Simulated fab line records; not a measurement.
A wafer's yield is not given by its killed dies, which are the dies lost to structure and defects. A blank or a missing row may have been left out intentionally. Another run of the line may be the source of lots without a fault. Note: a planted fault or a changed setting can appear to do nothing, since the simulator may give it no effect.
fab line records	flow nandHarc
[record] lots = 12	wafers = 36	lastDay = 29
route steps=1159 shown A_CONTACT@859 END@1159
lots untouched by any fault: they come from a run of this same line in which no faults occurred
startH: the number of hours between the record's first day and the start of the first shown wafer of the lot	waitH: hours from the lot's prior step to this one	" as in the row above	L1.1+2: a single row standing in for several wafers	- value missing, or start not given	* or withheld: withheld	< > ~ a bound
route shown NAME@n: NAME is a module with steps in the file, n the number in the route of the first one	usual: mean and standard deviation over wafers with no fault	same: alike in all rows	chamber/n: place in a boat	sites: the reading at each site	_std_site: standard deviation across them	_edge_site: inner sites' mean taken away from outer sites' mean	radiusMm: how far each site lies from the wafer's centre	mask NAME#n: copy n	behind: the tool/chamber that last shaped the wafer	hold: cause of the lot's hold/its duration in hours/its outcome	device: the n, p or np transistor that did not switch	end of line: tests run on the same wafers once the route is complete	step lacking rows: just its recipe	killed: at the first sort, the dies lost to defects and structure; wafer yield is something else	map: per-die view of a wafer (x killed, . not killed, _ where there is no die)
set.NAME: the setting that was run; set.NAME@STEP: the one run at that earlier step	model.NAME: the simulator's own value behind a step, which no gauge read
route steps across a sampled set of lots; one table per step, one row per wafer
services: the hour from which a tool's chamber was out of use, counted from the record's first day as startH (under 0 if before that day), plus the number of hours and why
[[steps]]
[step NHARC_A_CONTACT_ETCH_49]
[recipe] targetDepthA = 2600	overEtchFrac = 0.3	timeS = 475.3	ionEnergyEv = 200	n2FlowSccm = 150	h2FlowSccm = 150	arFlowSccm = 0	rfW = 400	biasW = 150	chemistry = N2/H2
[usual] biasW = 150.0/0.44	chamberPressureMTorr = 30.001/0.025	drypumpMotorCurrentA = 5.8/0.61	oesProductAu = 0.997/0.0079	rfVppV = 430.9/2.7	showerheadPlenumPTorr = 2.05/0.091	throttleValvePct = 14.171/0.0095
lot.wafer	tool	chamber	startH	waitH	biasW	chamberPressureMTorr	drypumpMotorCurrentA	oesProductAu	rfHoursCounterH	rfVppV	showerheadPlenumPTorr	throttleValvePct
L474.4	rieDiel-06	0	-	-	149.3	30.034	6.7	0.980	4	430.2	2.08	14.176
L474.1	"	1	"	"	150.9	30.035	5.0	0.994	4	434.2	2.18	14.171
L474.6	"	1	"	"	149.9	29.979	5.0	0.989	-	433.7	2.18	14.164
L473.1	rieDiel-04	1	-	-	149.6	30.050	5.4	0.994	75	431.5	2.06	14.176
L473.2	"	2	"	"	149.7	29.976	6.4	0.994	73	430.3	2.05	14.177
L473.6	"	2	"	"	149.9	29.988	6.4	0.989	-	431.6	2.05	14.175
L479.1	rieDiel-04	1	-	-	149.8	29.962	5.4	1.011	82	431.3	2.05	14.175
L479.2	"	2	"	"	151.0	29.970	6.4	0.991	80	431.3	2.05	14.166
L479.5	"	1	"	"	150.0	29.987	5.4	0.991	-	431.5	2.05	14.166
L476.4	rieDiel-06	0	-	-	150.3	30.032	6.7	1.003	12	432.0	2.08	14.171
L476.6	"	1	"	"	149.6	29.977	5.0	1.005	-	434.0	2.17	14.178
L476.5	"	2	"	"	150.0	29.978	5.3	1.001	-	427.4	1.91	14.166
L484.1	rieDiel-04	0	-	-	150.2	29.967	6.4	0.991	6	428.5	1.93	14.173
L484.2	"	1	"	"	149.9	30.006	5.4	0.992	8	430.9	2.05	14.159
L484.6	"	0	"	"	149.6	30.021	6.5	1.004	-	427.0	1.93	14.168
L482.2	rieDiel-04	1	-	-	149.8	30.037	5.4	0.993	9	430.7	2.05	14.168
L482.1	"	2	"	"	150.7	30.007	6.4	1.001	9	430.1	2.04	14.166
L482.6	"	1	"	"	149.6	30.041	5.4	0.982	-	430.8	2.05	14.159
L488.4	rieDiel-06	0	-	-	150.7	29.967	6.7	0.992	22	431.6	2.07	14.159
L488.5	"	1	"	"	149.8	30.040	5.0	1.000	-	434.0	2.17	14.176
L488.6	"	2	"	"	150.6	29.965	5.3	0.998	-	427.8	1.91	14.181
L492.4	rieDiel-06	1	-	-	149.4	29.966	5.0	0.995	22	434.2	2.17	14.164
L492.2	"	3	"	"	150.0	30.009	5.9	0.994	22	431.1	2.13	14.170
L492.5	"	0	"	"	149.4	30.018	6.7	0.998	-	431.9	2.07	14.162
L487.2	rieDiel-06	1	-	-	149.7	29.989	5.0	0.996	24	433.7	2.17	14.154
L487.1	"	3	"	"	149.0	29.957	5.9	0.996	24	432.0	2.13	14.161
L487.6	"	2	"	"	150.2	30.020	5.3	1.011	-	426.0	1.91	14.177
L483.3	rieDiel-04	2	-	-	150.2	30.004	6.5	1.004	26	431.8	2.04	14.173
L483.1	"	3	"	"	149.6	30.036	5.1	0.993	25	433.3	2.17	14.176
L483.5	"	1	"	"	149.9	30.007	5.4	0.986	-	429.0	2.04	14.166
L494.1	rieDiel-05	0	-	-	150.2	29.962	5.3	0.994	9	430.6	2.02	14.170
L494.2	"	1	"	"	150.7	29.971	6.1	0.998	8	428.4	1.97	14.171
L494.6	"	0	"	"	149.7	30.018	5.3	0.993	-	431.2	2.02	14.147
L493.4	rieDiel-06	3	-	-	149.3	29.982	5.9	0.982	28	433.3	2.13	14.181
L493.1	"	0	"	"	149.6	29.988	6.7	0.997	29	432.6	2.07	14.161
L493.5	"	2	"	"	150.0	29.977	5.3	0.998	-	426.2	1.91	14.179
[step NHARC_A_CONTACT_ETCH_111]
[recipe] sourceW = withheld	pressureMtorr = 20	biasV = withheld	timeS = 140	targetDepthA = 7000	arFlowSccm = withheld	c4f8FlowSccm = withheld	o2FlowSccm = withheld	chemistry = C4F8/O2/Ar
[usual] chamberPressureMTorr = 19.999/0.02	oesAirLineAu = 0.998/0.019
lot.wafer	tool	chamber	startH	waitH	chamberPressureMTorr	oesAirLineAu	rfHoursCounterH
L474.1	harCapEtch-02	0	445.10	-	19.995	0.989	9
L474.4	"	0	"	"	20.032	0.988	-
L474.6	"	0	"	"	20.011	1.021	-
L473.1	harCapEtch-03	0	452.27	-	20.033	1.016	81
L473.2	"	1	"	"	20.037	1.024	81
L473.6	"	1	"	"	20.002	1.028	-
L479.1	harCapEtch-02	1	466.76	-	20.032	0.979	15
L479.2	"	0	"	"	20.000	0.984	15
L479.5	"	1	"	"	19.979	0.988	-
L476.4	harCapEtch-01	0	473.60	-	20.001	1.018	-
L476.6	"	1	"	"	20.021	1.011	-
L476.5	"	0	"	"	20.013	0.996	-
L484.2	harCapEtch-02	1	495.49	-	19.997	0.975	24
L484.1	"	0	"	"	19.994	1.030	24
L484.6	"	1	"	"	19.993	0.986	-
L482.2	harCapEtch-03	0	498.55	-	20.011	0.979	94
L482.1	"	1	"	"	20.023	0.998	94
L482.6	"	0	"	"	19.993	1.025	-
L488.4	harCapEtch-01	0	523.15	-	20.005	0.990	-
L488.6	"	0	"	"	20.006	1.013	-
L488.5	"	1	"	"	19.984	0.993	-
L492.2	harCapEtch-03	0	525.74	-	20.010	0.997	98
L492.4	"	0	"	"	19.995	1.001	-
L492.5	"	1	"	"	19.980	1.001	-
L487.2	harCapEtch-02	1	530.26	-	19.975	0.987	31
L487.1	"	0	"	"	19.964	1.009	31
L487.6	"	0	"	"	19.994	1.012	-
L483.1	harCapEtch-03	0	539.19	-	20.022	1.022	103
L483.3	"	1	"	"	19.971	1.022	-
L483.5	"	1	"	"	20.015	0.982	-
L494.2	harCapEtch-02	0	549.80	-	19.951	0.985	36
L494.1	"	1	"	"	19.959	0.993	36
L494.6	"	1	"	"	19.995	1.011	-
L493.1	harCapEtch-01	1	557.29	-	19.993	1.020	83
L493.4	"	0	"	"	19.986	1.002	-
L493.5	"	0	"	"	19.983	1.019	-
[step NHARC_A_CONTACT_ETCH_115]
[recipe] sourceW = withheld	pressureMtorr = 20	biasV = 3000	timeS = 94	targetDepthA = 9220	arFlowSccm = withheld	c4f8FlowSccm = withheld	o2FlowSccm = withheld	chemistry = C4F8/O2/Ar
[usual] chamberPressureMTorr = 20.001/0.018	oesAirLineAu = 1.004/0.02
lot.wafer	tool	chamber	startH	waitH	chamberPressureMTorr	oesAirLineAu	rfHoursCounterH
L474.1	harCapEtch-02	0	445.56	0.1	19.990	1.039	9
L474.4	"	0	"	"	19.992	1.014	-
L474.6	"	0	"	"	19.986	1.043	-
L473.1	harCapEtch-03	0	452.74	0.1	20.002	1.015	81
L473.2	"	1	"	"	20.027	1.007	81
L473.6	"	1	"	"	20.017	1.011	-
L479.1	harCapEtch-02	1	467.24	0.1	19.991	0.994	15
L479.2	"	0	"	"	19.981	0.996	15
L479.5	"	1	"	"	19.994	1.033	-
L476.4	harCapEtch-01	0	474.16	0.1	20.014	1.009	-
L476.6	"	1	"	"	20.036	0.999	-
L476.5	"	0	"	"	20.007	0.999	-
L484.2	harCapEtch-02	1	495.97	0.1	19.983	0.993	24
L484.1	"	0	"	"	19.995	0.976	24
L484.6	"	1	"	"	19.992	1.017	-
L482.2	harCapEtch-03	0	499.16	0.1	20.014	0.997	94
L482.1	"	1	"	"	20.009	1.021	94
L482.6	"	0	"	"	19.986	0.985	-
L488.4	harCapEtch-01	0	523.59	0.1	19.998	1.022	-
L488.6	"	0	"	"	19.980	1.005	-
L488.5	"	1	"	"	20.004	1.016	-
L492.2	harCapEtch-03	0	526.19	0.1	20.024	1.032	98
L492.4	"	0	"	"	20.005	0.991	-
L492.5	"	1	"	"	19.991	0.985	-
L487.2	harCapEtch-02	1	530.73	0.1	19.989	0.973	31
L487.1	"	0	"	"	19.995	1.021	31
L487.6	"	0	"	"	20.048	1.013	-
L483.1	harCapEtch-03	0	539.65	0.1	20.013	0.991	103
L483.3	"	1	"	"	20.016	0.991	-
L483.5	"	1	"	"	19.982	1.040	-
L494.2	harCapEtch-02	0	550.27	0.1	20.044	1.027	36
L494.1	"	1	"	"	20.031	1.006	36
L494.6	"	1	"	"	20.031	1.004	-
L493.1	harCapEtch-01	1	557.76	0.1	20.013	0.973	83
L493.4	"	0	"	"	19.976	1.028	-
L493.5	"	0	"	"	19.998	1.017	-
[step NHARC_A_CONTACT_ETCH_118]
[recipe] sourceW = withheld	pressureMtorr = 20	biasV = 3000	timeS = 94	targetDepthA = 9220	arFlowSccm = withheld	c4f8FlowSccm = withheld	o2FlowSccm = withheld	chemistry = C4F8/O2/Ar
[usual] chamberPressureMTorr = 19.999/0.019	oesAirLineAu = 1.000/0.021
lot.wafer	tool	chamber	startH	waitH	chamberPressureMTorr	oesAirLineAu	rfHoursCounterH
L474.1	harCapEtch-02	0	445.83	0.1	20.010	0.990	9
L474.4	"	0	"	"	19.975	0.980	-
L474.6	"	0	"	"	19.987	1.009	-
L473.1	harCapEtch-03	0	453.01	0.1	20.016	1.000	82
L473.2	"	1	"	"	19.981	1.003	82
L473.6	"	1	"	"	20.001	1.002	-
L479.1	harCapEtch-02	1	467.51	0.1	20.001	0.981	16
L479.2	"	0	"	"	19.957	1.026	16
L479.5	"	1	"	"	19.995	0.991	-
L476.4	harCapEtch-01	0	474.52	0.1	20.002	1.003	-
L476.6	"	1	"	"	20.010	0.978	-
L476.5	"	0	"	"	20.000	0.998	-
L484.2	harCapEtch-02	1	496.24	0.1	-	-	-
L484.1	"	0	"	"	-	-	-
L484.6	"	1	"	"	-	-	-
L482.2	harCapEtch-03	0	499.43	0.1	-	-	-
L482.1	"	1	"	"	-	-	-
L482.6	"	0	"	"	-	-	-
L488.4	harCapEtch-01	0	523.86	0.1	20.010	0.984	-
L488.6	"	0	"	"	19.968	0.984	-
L488.5	"	1	"	"	20.032	0.983	-
L492.2	harCapEtch-03	0	526.46	0.1	19.997	1.003	99
L492.4	"	0	"	"	19.972	1.003	-
L492.5	"	1	"	"	19.984	1.016	-
L487.2	harCapEtch-02	1	531.00	0.1	19.995	1.019	31
L487.1	"	0	"	"	19.993	1.017	31
L487.6	"	0	"	"	19.997	0.996	-
L483.1	harCapEtch-03	0	539.91	0.1	19.996	1.030	103
L483.3	"	1	"	"	20.016	1.019	-
L483.5	"	1	"	"	19.989	0.983	-
L494.2	harCapEtch-02	0	550.55	0.1	20.003	1.005	36
L494.1	"	1	"	"	20.032	0.986	36
L494.6	"	1	"	"	20.012	0.984	-
L493.1	harCapEtch-01	1	558.03	0.1	19.995	0.985	83
L493.4	"	0	"	"	20.018	0.986	-
L493.5	"	0	"	"	19.984	1.001	-
[step NHARC_END_SORT_01]
[recipe] tempC = 25
[usual] killedAtArray = 29/11	killedAtOther = 0.5/0.85	killedAtPeriphery = 3.0/2.3	killedDies = 33/12	killedOpen = 3.3/1.9	killedShort = 2.0/1.5
[same] grossDies = 677
lot.wafer	tool	chamber	startH	waitH	hold	killedAtArray	killedAtOther	killedAtPeriphery	killedDies	killedOpen	killedShort
L479.1	prober-02	0	591.85	2.5	-	25	0	1	26	4	5
L479.2	prober-02	0	592.66	2.8	-	19	0	1	20	1	0
L479.5	prober-02	0	595.08	3.7	-	10	0	1	11	4	1
L484.1	prober-02	0	615.30	2.5	awaitDispo/1.1h/scrap	670	0	7	677	4	3
L484.2	prober-02	0	616.10	2.8	awaitDispo/1.1h/scrap	666	3	8	677	4	2
L484.6	prober-02	0	619.30	4.0	awaitDispo/1.1h/scrap	667	4	6	677	5	1
L482.1	prober-02	0	623.10	2.5	awaitDispo/7.2h/scrap	675	0	2	677	2	3
L482.2	prober-02	0	623.91	2.8	awaitDispo/7.2h/scrap	677	0	0	677	1	2
L482.6	prober-02	0	627.15	4.0	awaitDispo/7.2h/scrap	675	0	2	677	3	2
L488.4	prober-01	0	636.76	3.4	-	34	0	7	41	2	0
L488.5	prober-01	0	637.55	3.7	-	34	0	11	45	1	2
L488.6	prober-01	0	638.34	3.9	-	37	0	5	42	4	4
L492.2	prober-01	0	643.00	2.8	-	44	0	3	47	1	1
L492.4	prober-01	0	644.60	3.4	-	52	1	6	59	2	0
L492.5	prober-01	0	645.39	3.7	-	41	0	5	46	2	1
L487.1	prober-01	0	649.98	2.5	-	29	1	3	33	7	1
L487.2	prober-01	0	650.78	2.8	-	22	0	2	24	1	0
L487.6	prober-01	0	653.98	4.0	-	32	0	4	36	4	0
L483.1	prober-02	0	654.24	2.5	-	42	0	4	46	7	4
L483.3	prober-02	0	655.84	3.1	-	47	0	3	50	10	0
L483.5	prober-02	0	657.44	3.7	-	49	0	2	51	2	1
L494.1	prober-02	0	662.07	2.5	-	15	0	0	15	2	0
L494.2	prober-02	0	662.86	2.8	-	18	0	3	21	6	3
L494.6	prober-02	0	666.03	4.0	-	16	0	2	18	2	3
L493.1	prober-02	0	685.47	2.5	-	42	2	1	45	2	2
L493.4	prober-02	0	687.85	3.4	-	31	0	2	33	4	1
L493.5	prober-02	0	688.65	3.7	-	32	0	4	36	7	2
// killed by level:class
L479.1 A_CHANNEL_HOLE_D1:chamberFilmFlake=7 A_STAIRCASE:chamberFilmFlake=5 A_CONTACT:chamberFilmFlake=4 A_CONTACT:geometricParticle:open=2 A_M0:geometricParticle:open=2 A_M0:geometricParticle:short=2 A_ONON_D1:geometricParticle:short=1 A_CHANNEL_FILL_D1:geometricParticle:short=1
L479.2 A_CHANNEL_HOLE_D1:chamberFilmFlake=6 A_CONTACT:chamberFilmFlake=6 A_ZERO_WELL:chamberFilmFlake=2 A_CONTACT:geometricParticle:open=1 P_BONDPAD:chamberFilmFlake=1 A_STAIRCASE:chamberFilmFlake=1 A_SLIT:chamberFilmFlake=1 A_WL_FILL:chamberFilmFlake=1
L479.5 A_CONTACT:geometricParticle:open=2 A_SLIT:chamberFilmFlake=2 A_CONTACT:chamberFilmFlake=2 P_CONTACT:geometricParticle:open=1 A_CHANNEL_FILL_D1:geometricParticle:short=1 A_WL_FILL:geometricParticle:open=1 A_ZERO_WELL:chamberFilmFlake=1 A_CHANNEL_HOLE_D1:chamberFilmFlake=1
L484.1 A_CONTACT:areaEtch=618 A_CHANNEL_HOLE_D1:chamberFilmFlake=20 A_SLIT:chamberFilmFlake=20 A_CONTACT:chamberFilmFlake=7 P_ZERO_WELL:chamberFilmFlake=3 A_CHANNEL_FILL_D1:geometricParticle:short=2 P_GATE:geometricParticle:open=1 P_CONTACT:geometricParticle:open=1
L484.2 A_CONTACT:areaEtch=626 A_CHANNEL_HOLE_D1:chamberFilmFlake=17 A_SLIT:chamberFilmFlake=14 P_STI:chamberFilmFlake=6 A_CONTACT:chamberFilmFlake=3 THIN_TSV:chamberFilmFlake=3 P_CONTACT:geometricParticle:open=1 P_M1:geometricParticle:open=1
L484.6 A_CONTACT:areaEtch=614 A_SLIT:chamberFilmFlake=19 A_CHANNEL_HOLE_D1:chamberFilmFlake=18 A_CONTACT:chamberFilmFlake=5 P_STI:chamberFilmFlake=4 THIN_TSV:chamberFilmFlake=4 A_STAIRCASE:chamberFilmFlake=3 A_CHANNEL_FILL_D1:chamberFilmFlake=2
L482.1 A_CONTACT:areaEtch=659 A_STAIRCASE:chamberFilmFlake=5 A_CONTACT:chamberFilmFlake=5 A_CHANNEL_HOLE_D1:chamberFilmFlake=2 P_GATE:geometricParticle:short=1 A_ONON_D1:geometricParticle:open=1 A_CHANNEL_HOLE_D1:geometricParticle:short=1 A_CHANNEL_FILL_D1:geometricParticle:open=1
L482.2 A_CONTACT:areaEtch=655 A_STAIRCASE:chamberFilmFlake=10 A_CHANNEL_HOLE_D1:chamberFilmFlake=4 A_CONTACT:chamberFilmFlake=4 A_CHANNEL_HOLE_D1:geometricParticle:short=1 A_SGD_CUT:geometricParticle:short=1 A_CONTACT:geometricParticle:open=1 A_ZERO_WELL:chamberFilmFlake=1
L482.6 A_CONTACT:areaEtch=650 A_STAIRCASE:chamberFilmFlake=9 A_CONTACT:chamberFilmFlake=5 P_CONTACT:geometricParticle:open=2 A_SGD_CUT:geometricParticle:short=2 A_CHANNEL_HOLE_D1:chamberFilmFlake=2 A_SLIT:chamberFilmFlake=2 A_ONON_D1:geometricParticle:open=1
L488.4 A_SLIT:chamberFilmFlake=17 A_CHANNEL_HOLE_D1:chamberFilmFlake=8 A_STAIRCASE:chamberFilmFlake=7 P_CONTACT:chamberFilmFlake=6 P_CONTACT:geometricParticle:open=1 A_SOURCE_PLATE:geometricParticle:open=1 A_CHANNEL_FILL_D1:chamberFilmFlake=1
L488.5 A_SLIT:chamberFilmFlake=23 P_CONTACT:chamberFilmFlake=8 A_CHANNEL_HOLE_D1:chamberFilmFlake=4 A_CONTACT:chamberFilmFlake=3 A_STAIRCASE:chamberFilmFlake=2 P_M0:geometricParticle:short=1 P_M0:geometricParticle:open=1 A_CHANNEL_FILL_D1:geometricParticle:short=1
L488.6 A_SLIT:chamberFilmFlake=12 A_CHANNEL_HOLE_D1:chamberFilmFlake=10 A_CONTACT:chamberFilmFlake=4 A_CHANNEL_FILL_D1:geometricParticle:short=2 P_STI:chamberFilmFlake=2 P_CONTACT:chamberFilmFlake=2 A_STAIRCASE:chamberFilmFlake=2 P_CONTACT:geometricParticle:open=1
L492.2 A_CHANNEL_HOLE_D1:chamberFilmFlake=17 A_SLIT:chamberFilmFlake=16 A_CONTACT:chamberFilmFlake=5 A_STAIRCASE:chamberFilmFlake=3 P_STI:chamberFilmFlake=2 P_CONTACT:geometricParticle:short=1 A_ONON_D1:geometricParticle:open=1 A_CHANNEL_FILL_D1:chamberFilmFlake=1
L492.4 A_SLIT:chamberFilmFlake=18 A_CHANNEL_HOLE_D1:chamberFilmFlake=16 A_STAIRCASE:chamberFilmFlake=5 A_CHANNEL_FILL_D1:chamberFilmFlake=4 P_STI:chamberFilmFlake=4 A_CONTACT:chamberFilmFlake=4 A_ZERO_WELL:chamberFilmFlake=2 A_BLC:geometricParticle:open=1
L492.5 A_CHANNEL_HOLE_D1:chamberFilmFlake=15 A_SLIT:chamberFilmFlake=12 A_CONTACT:chamberFilmFlake=4 P_STI:chamberFilmFlake=3 A_STAIRCASE:chamberFilmFlake=3 A_CHANNEL_FILL_D1:geometricParticle:open=2 A_WL_FILL:chamberFilmFlake=2 A_M0:chamberFilmFlake=2
L487.1 A_CHANNEL_HOLE_D1:chamberFilmFlake=19 A_CONTACT:chamberFilmFlake=3 A_CONTACT:geometricParticle:open=2 A_M0:geometricParticle:open=2 A_SLIT:chamberFilmFlake=2 P_CONTACT:geometricParticle:open=1 P_M1:geometricParticle:open=1 A_WL_FILL:geometricParticle:short=1
L487.2 A_CHANNEL_HOLE_D1:chamberFilmFlake=16 P_ZERO_WELL:chamberFilmFlake=2 A_STAIRCASE:chamberFilmFlake=2 A_SLIT:chamberFilmFlake=2 A_M0:geometricParticle:open=1 A_BLC:chamberFilmFlake=1
L487.6 A_CHANNEL_HOLE_D1:chamberFilmFlake=24 A_SLIT:chamberFilmFlake=6 P_ZERO_WELL:chamberFilmFlake=2 P_CONTACT:geometricParticle:open=1 P_M1:geometricParticle:open=1 A_ONON_D1:geometricParticle:open=1 A_CHANNEL_FILL_D1:geometricParticle:open=1
L483.1 A_SLIT:chamberFilmFlake=18 A_CHANNEL_HOLE_D1:chamberFilmFlake=13 A_CONTACT:chamberFilmFlake=2 P_CONTACT:geometricParticle:open=1 P_M0:geometricParticle:open=1 P_M1:geometricParticle:open=1 P_M1:geometricParticle:short=1 A_ONON_D1:geometricParticle:open=1
L483.3 A_SLIT:chamberFilmFlake=19 A_CHANNEL_HOLE_D1:chamberFilmFlake=14 A_CONTACT:geometricParticle:open=4 A_CONTACT:chamberFilmFlake=4 A_ONON_D1:geometricParticle:open=3 P_M0:geometricParticle:open=1 A_CHANNEL_FILL_D1:geometricParticle:open=1 A_WL_FILL:geometricParticle:open=1
L483.5 A_SLIT:chamberFilmFlake=24 A_CHANNEL_HOLE_D1:chamberFilmFlake=21 A_STAIRCASE:chamberFilmFlake=2 P_CONTACT:geometricParticle:open=1 A_SGD_CUT:geometricParticle:short=1 A_CONTACT:geometricParticle:open=1 P_GATE:chamberFilmFlake=1
L494.1 A_CHANNEL_HOLE_D1:chamberFilmFlake=9 A_M0:geometricParticle:open=2 A_CONTACT:chamberFilmFlake=2 A_ZERO_WELL:chamberFilmFlake=1 A_STAIRCASE:chamberFilmFlake=1
L494.2 A_CHANNEL_HOLE_D1:chamberFilmFlake=6 A_STAIRCASE:chamberFilmFlake=3 A_M0:geometricParticle:open=2 P_CONTACT:geometricParticle:open=1 P_CONTACT:geometricParticle:short=1 A_ONON_D1:geometricParticle:short=1 A_WL_FILL:geometricParticle:short=1 A_WL_FILL:geometricParticle:open=1
L494.6 A_CHANNEL_HOLE_D1:chamberFilmFlake=8 A_SGD_CUT:geometricParticle:open=2 A_SLIT:chamberFilmFlake=2 P_CONTACT:geometricParticle:short=1 A_SGD_CUT:geometricParticle:short=1 A_M0:geometricParticle:short=1 P_STI:chamberFilmFlake=1 A_ZERO_WELL:chamberFilmFlake=1
L493.1 A_SLIT:chamberFilmFlake=22 A_CHANNEL_HOLE_D1:chamberFilmFlake=9 A_STAIRCASE:chamberFilmFlake=3 A_CONTACT:chamberFilmFlake=2 A_ONON_D1:geometricParticle:open=1 A_CHANNEL_FILL_D1:geometricParticle:short=1 A_CONTACT:geometricParticle:open=1 A_CONTACT:geometricParticle:short=1
L493.4 A_SLIT:chamberFilmFlake=19 A_CHANNEL_HOLE_D1:chamberFilmFlake=7 P_GATE:geometricParticle:open=1 P_CONTACT:geometricParticle:short=1 A_SOURCE_PLATE:geometricParticle:open=1 A_ONON_D1:geometricParticle:open=1 A_M0:geometricParticle:open=1 A_STAIRCASE:chamberFilmFlake=1
L493.5 A_SLIT:chamberFilmFlake=16 A_CHANNEL_HOLE_D1:chamberFilmFlake=5 A_CONTACT:geometricParticle:open=2 P_STI:chamberFilmFlake=2 A_STAIRCASE:chamberFilmFlake=2 P_GATE:geometricParticle:open=1 P_M2:geometricParticle:open=1 A_SOURCE_PLATE:geometricParticle:open=1
[[services]]
tool	chamber	startH	hours	kind
rieDiel-06	0	427.69	-	clean
rieDiel-06	1	427.69	-	clean
rieDiel-06	2	427.69	-	clean
rieDiel-06	3	427.69	-	clean
rieDiel-05	3	449.53	12.9	repair
rieDiel-06	0	452.19	-	clean
rieDiel-06	1	452.19	-	clean
rieDiel-06	2	452.19	-	clean
rieDiel-06	3	452.19	-	clean
rieDiel-04	3	461.57	8.7	repair
rieDiel-04	-	466.00	9.0	pm
harCapEtch-01	-	467.90	0.2	repair
rieDiel-06	0	476.71	-	clean
rieDiel-06	1	476.71	-	clean
rieDiel-06	2	476.71	-	clean
rieDiel-06	3	476.71	-	clean
rieDiel-05	1	481.75	4.3	repair
rieDiel-06	0	501.21	-	clean
rieDiel-06	1	501.21	-	clean
rieDiel-06	2	501.21	-	clean
rieDiel-05	-	518.18	9.0	pm
harCapEtch-03	-	545.00	17.0	pm
harCapEtch-03	0	545.00	17.0	ventCycle
harCapEtch-03	1	545.00	17.0	ventCycle
[[key]]
[firstSign] step = NHARC_A_CONTACT_ETCH_118	reading = toolRecord	direction = missing
[effect] step = NHARC_END_SORT_01	reading = killedAtArray	direction = up	sigmas = 59	usual = 29	struck = 672
[moreKillsBornAt] NHARC_A_CONTACT_ETCH_118@harCapEtch-03 = 1964	NHARC_A_CONTACT_ETCH_118@harCapEtch-02 = 1858
metAt NHARC_A_CONTACT_ETCH_118
struckLots L482,L484
laterRowsLeftOut L482.1,L482.2,L482.6,L484.1,L484.2,L484.6
testerLeftOut L482,L484
notActingAt NHARC_A_CONTACT_ETCH_49,NHARC_A_CONTACT_ETCH_111,NHARC_A_CONTACT_ETCH_115
onsetBetween 467.51 496.24
[fault] kind = skippedStepWhole	tool = harCapEtch-02,harCapEtch-03	chamber = -	onsetH = 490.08	steps = NHARC_A_CONTACT_ETCH_118	scope = struckLotsOnly
// testerLeftOut: of these lots the tester's yield and bins aren't shown, on N5 and GAA mostly nor the transistor test; their killed dies are dies lost to structure and defects alone, not to doping, threshold or leakage, so they don't give the yield
// laterRowsLeftOut: the simulator's readings of these wafers behind a module that went badly wrong aren't trusted and aren't shown, but for the sort
